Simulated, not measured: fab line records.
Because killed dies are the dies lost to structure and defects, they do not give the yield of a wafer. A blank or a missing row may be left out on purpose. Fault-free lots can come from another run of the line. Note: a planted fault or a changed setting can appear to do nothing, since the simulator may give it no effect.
Matching of chambers -- flow n5Finfet -- N5_BEOL_M11_PECVD_70 on pecvd-04: 3 sister chambers
The step deposits SiO2 from TEOS/O2, target thk 20 nm, time 22.7 s. 3 wafers are shown with their chamber, then 7 later ones without.

== WAFERS PAIRED WITH THEIR CHAMBERS ==
wafer,chamber,throttleValvePct (%)
L320.4,2,21.2
L323.4,0,22.5
L323.5,1,21.5

== WAFERS WHOSE CHAMBER IS MISSING ==
wafer,throttleValvePct (%)
L323.6,21.4
L305.2,22.5
L305.3,21.6
L305.5,21.6
L326.1,21.4
L326.3,22.5
L326.6,22.3

== CHAMBER TAKEN BY EACH ==
wafer,from the rows above,in truth
L323.6,can't be placed: 1 or 2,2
L305.2,0,0
L305.3,1,1
L305.5,1,1
L326.1,can't be placed: 1 or 2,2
L326.3,0,0
L326.6,0,0
5 of 7 placed correctly. Cannot be placed on the basis of these rows: 2; the candidates contain the true chamber in 2. Number placed wrongly: 0.
How it was worked out, from the rows above alone: a wafer's distance from a chamber is the root of the sum, over the readings, of the square of ((its reading less the chamber's mean) divided by the reading's scatter). The wafer belongs to the nearest chamber; if the next one is less than 2 further off, it can't be placed. Each chamber's mean is taken over the wafers shown for it. The scatter: with one shown wafer a chamber, the root of the mean of the squares of how far each hidden wafer lies from its nearest shown one.
